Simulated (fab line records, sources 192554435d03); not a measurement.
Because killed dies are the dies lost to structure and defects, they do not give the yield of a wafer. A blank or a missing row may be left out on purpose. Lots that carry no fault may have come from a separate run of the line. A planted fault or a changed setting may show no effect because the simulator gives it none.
Split-lot trial || flow n5_finfet || route with 1938 steps; 7 lots, 39 wafers read

THE SPLIT ITSELF
At N5_DUMMY_GATE_ETCH_42 (etches SiO2 in CHF3/O2, target depth 3.5 nm, time 31 s), the setting bias_w was moved away from the recipe's 12 W on 12 of the 39 wafers read, by -15.0% to +17.6%. The other wafers ran this setting at the recipe's value.

Reading taken at the split's own step.

THE READING
rf_vpp_V, in V, at N5_DUMMY_GATE_ETCH_42 (etches SiO2 in CHF3/O2, target depth 3.5 nm, time 31 s). Fault-free wafers of this fab line usually give 42.7 V, standard deviation 0.88 V.

{"wafer": "L081.1", "tool, chamber at the split": "rie_diel-01, 0", "bias_w as run, W": 14.11, "against the recipe": "+17.6%", "rf_vpp_V, V": 47.6, "against lot-mates on the recipe": "+5.7"}
{"wafer": "L081.2", "tool, chamber at the split": "rie_diel-01, 3", "bias_w as run, W": 14.11, "against the recipe": "+17.6%", "rf_vpp_V, V": 48.0, "against lot-mates on the recipe": "+6.1"}
{"wafer": "L081.3", "tool, chamber at the split": "rie_diel-01, 1", "bias_w as run, W": 14.11, "against the recipe": "+17.6%", "rf_vpp_V, V": 48.6, "against lot-mates on the recipe": "+6.7"}
{"wafer": "L081.4", "tool, chamber at the split": "rie_diel-01, 2", "bias_w as run, W": 12, "against the recipe": "recipe", "rf_vpp_V, V": 40.9, "against lot-mates on the recipe": "-"}
{"wafer": "L081.5", "tool, chamber at the split": "rie_diel-01, 1", "bias_w as run, W": 12, "against the recipe": "recipe", "rf_vpp_V, V": 42.6, "against lot-mates on the recipe": "-"}
{"wafer": "L081.6", "tool, chamber at the split": "rie_diel-01, 0", "bias_w as run, W": 12, "against the recipe": "recipe", "rf_vpp_V, V": 42.1, "against lot-mates on the recipe": "-"}
{"wafer": "L083.1", "tool, chamber at the split": "rie_diel-03, 2", "bias_w as run, W": 14.1, "against the recipe": "+17.5%", "rf_vpp_V, V": 47.8, "against lot-mates on the recipe": "+6.2"}
{"wafer": "L083.2", "tool, chamber at the split": "rie_diel-03, 3", "bias_w as run, W": 12, "against the recipe": "recipe", "rf_vpp_V, V": 41.3, "against lot-mates on the recipe": "-"}
{"wafer": "L083.3", "tool, chamber at the split": "rie_diel-03, 1", "bias_w as run, W": 14.1, "against the recipe": "+17.5%", "rf_vpp_V, V": 48.3, "against lot-mates on the recipe": "+6.7"}
{"wafer": "L083.4", "tool, chamber at the split": "rie_diel-03, 2", "bias_w as run, W": 12, "against the recipe": "recipe", "rf_vpp_V, V": 42.5, "against lot-mates on the recipe": "-"}
{"wafer": "L083.5", "tool, chamber at the split": "rie_diel-03, 3", "bias_w as run, W": 12, "against the recipe": "recipe", "rf_vpp_V, V": 41.1, "against lot-mates on the recipe": "-"}
{"wafer": "L083.6", "tool, chamber at the split": "rie_diel-03, 1", "bias_w as run, W": 14.1, "against the recipe": "+17.5%", "rf_vpp_V, V": 46.0, "against lot-mates on the recipe": "+4.4"}
{"wafer": "L087.1", "tool, chamber at the split": "rie_diel-06, 2", "bias_w as run, W": 12, "against the recipe": "recipe", "rf_vpp_V, V": 43.1, "against lot-mates on the recipe": "-"}
{"wafer": "L087.2", "tool, chamber at the split": "rie_diel-06, 3", "bias_w as run, W": 12, "against the recipe": "recipe", "rf_vpp_V, V": 41.8, "against lot-mates on the recipe": "-"}
{"wafer": "L087.3", "tool, chamber at the split": "rie_diel-06, 0", "bias_w as run, W": 12, "against the recipe": "recipe", "rf_vpp_V, V": 42.4, "against lot-mates on the recipe": "-"}
{"wafer": "L087.4", "tool, chamber at the split": "rie_diel-06, 0", "bias_w as run, W": 12, "against the recipe": "recipe", "rf_vpp_V, V": 43.4, "against lot-mates on the recipe": "-"}
{"wafer": "L087.5", "tool, chamber at the split": "rie_diel-06, 2", "bias_w as run, W": 12, "against the recipe": "recipe", "rf_vpp_V, V": 44.0, "against lot-mates on the recipe": "-"}
{"wafer": "L087.6", "tool, chamber at the split": "rie_diel-06, 3", "bias_w as run, W": 12, "against the recipe": "recipe", "rf_vpp_V, V": 43.7, "against lot-mates on the recipe": "-"}
{"wafer": "L089.1", "tool, chamber at the split": "rie_diel-03, 1", "bias_w as run, W": 10.2, "against the recipe": "-15.0%", "rf_vpp_V, V": 37.1, "against lot-mates on the recipe": -5.9}
{"wafer": "L089.2", "tool, chamber at the split": "rie_diel-03, 3", "bias_w as run, W": 12, "against the recipe": "recipe", "rf_vpp_V, V": 42.5, "against lot-mates on the recipe": "-"}
{"wafer": "L089.3", "tool, chamber at the split": "rie_diel-03, 0", "bias_w as run, W": 12, "against the recipe": "recipe", "rf_vpp_V, V": 43.6, "against lot-mates on the recipe": "-"}
{"wafer": "L089.4", "tool, chamber at the split": "rie_diel-03, 2", "bias_w as run, W": 12, "against the recipe": "recipe", "rf_vpp_V, V": 42.9, "against lot-mates on the recipe": "-"}
{"wafer": "L089.5", "tool, chamber at the split": "rie_diel-03, 3", "bias_w as run, W": 10.2, "against the recipe": "-15.0%", "rf_vpp_V, V": 36.9, "against lot-mates on the recipe": -6.1}
{"wafer": "L089.6", "tool, chamber at the split": "rie_diel-03, 0", "bias_w as run, W": 10.2, "against the recipe": "-15.0%", "rf_vpp_V, V": 37.9, "against lot-mates on the recipe": -5.1}
{"wafer": "L092.1", "tool, chamber at the split": "rie_diel-03, 2", "bias_w as run, W": 12, "against the recipe": "recipe", "rf_vpp_V, V": 43.6, "against lot-mates on the recipe": "-"}
{"wafer": "L092.2", "tool, chamber at the split": "rie_diel-03, 1", "bias_w as run, W": 13.08, "against the recipe": "+9.0%", "rf_vpp_V, V": 45.6, "against lot-mates on the recipe": "+2.4"}
{"wafer": "L092.3", "tool, chamber at the split": "rie_diel-03, 0", "bias_w as run, W": 12, "against the recipe": "recipe", "rf_vpp_V, V": 43.2, "against lot-mates on the recipe": "-"}
{"wafer": "L092.4", "tool, chamber at the split": "rie_diel-03, 3", "bias_w as run, W": 13.08, "against the recipe": "+9.0%", "rf_vpp_V, V": 45.0, "against lot-mates on the recipe": "+1.8"}
{"wafer": "L092.5", "tool, chamber at the split": "rie_diel-03, 1", "bias_w as run, W": 13.08, "against the recipe": "+9.0%", "rf_vpp_V, V": 46.2, "against lot-mates on the recipe": "+3.0"}
{"wafer": "L092.6", "tool, chamber at the split": "rie_diel-03, 0", "bias_w as run, W": 12, "against the recipe": "recipe", "rf_vpp_V, V": 42.8, "against lot-mates on the recipe": "-"}
{"wafer": "L094.2", "tool, chamber at the split": "rie_diel-03, 0", "bias_w as run, W": 12, "against the recipe": "recipe", "rf_vpp_V, V": 44.0, "against lot-mates on the recipe": "-"}
{"wafer": "L094.3", "tool, chamber at the split": "rie_diel-03, 3", "bias_w as run, W": 12, "against the recipe": "recipe", "rf_vpp_V, V": 43.6, "against lot-mates on the recipe": "-"}
{"wafer": "L094.4", "tool, chamber at the split": "rie_diel-03, 1", "bias_w as run, W": 12, "against the recipe": "recipe", "rf_vpp_V, V": 42.7, "against lot-mates on the recipe": "-"}
{"wafer": "L097.1", "tool, chamber at the split": "rie_diel-06, 1", "bias_w as run, W": 12, "against the recipe": "recipe", "rf_vpp_V, V": 43.0, "against lot-mates on the recipe": "-"}
{"wafer": "L097.2", "tool, chamber at the split": "rie_diel-06, 2", "bias_w as run, W": 12, "against the recipe": "recipe", "rf_vpp_V, V": 42.2, "against lot-mates on the recipe": "-"}
{"wafer": "L097.3", "tool, chamber at the split": "rie_diel-06, 0", "bias_w as run, W": 12, "against the recipe": "recipe", "rf_vpp_V, V": 41.3, "against lot-mates on the recipe": "-"}
{"wafer": "L097.4", "tool, chamber at the split": "rie_diel-06, 3", "bias_w as run, W": 12, "against the recipe": "recipe", "rf_vpp_V, V": 41.9, "against lot-mates on the recipe": "-"}
{"wafer": "L097.5", "tool, chamber at the split": "rie_diel-06, 0", "bias_w as run, W": 12, "against the recipe": "recipe", "rf_vpp_V, V": 42.7, "against lot-mates on the recipe": "-"}
{"wafer": "L097.6", "tool, chamber at the split": "rie_diel-06, 1", "bias_w as run, W": 12, "against the recipe": "recipe", "rf_vpp_V, V": 43.9, "against lot-mates on the recipe": "-"}

THE FIT
A straight line over all 39 wafers: rf_vpp_V changes by +0.311 V for each +1% of bias_w; r = +0.95; the points scatter about the line by 0.88 V.
The same after taking each lot's own level away (the mean of its wafers on the recipe; 39 wafers): +0.347 V for each +1%; r = +0.97; scatter 0.72 V.
The reading moves by 6.1 V for the largest change in bias_w, on that fit.
From 41.63 to 43.43 V: that is the span of the lots' own levels, equal to 2.0 times the standard deviation above.
Thus the slope moves with the lot-to-lot level: the two fits are different.
Check: with one of the wafers moved furthest among these (+17.6%) left out of the fit, the line predicts +6.02 V for it against its lot-mates. Against them it came out at +5.73 V.
Tool readings at the split's step, against how far the setting was moved: rf_vpp_V r = +0.95.

OTHER SPLITS APPLIED TO THESE WAFERS
These wafers also went through other splits before the reading. Each is held against what the fit with the lots' levels taken away leaves over:
{"other split on the same wafers": "N5_FIN_CUT_CUT_ETCH_15 target_depth_a", "wafers away from the commonest value": 15, "r with rf_vpp_V (lot level and that fit taken away)": -0.01}
{"other split on the same wafers": "N5_DUMMY_GATE_ETCH_37 source_w", "wafers away from the commonest value": 15, "r with rf_vpp_V (lot level and that fit taken away)": "+0.13"}
{"other split on the same wafers": "N5_DUMMY_GATE_ETCH_31 target_depth_a", "wafers away from the commonest value": 18, "r with rf_vpp_V (lot level and that fit taken away)": "+0.06"}

THE FILE'S OWN FIT
rf_vpp_V changes by +0.343 V for each +1% of bias_w, r = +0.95.
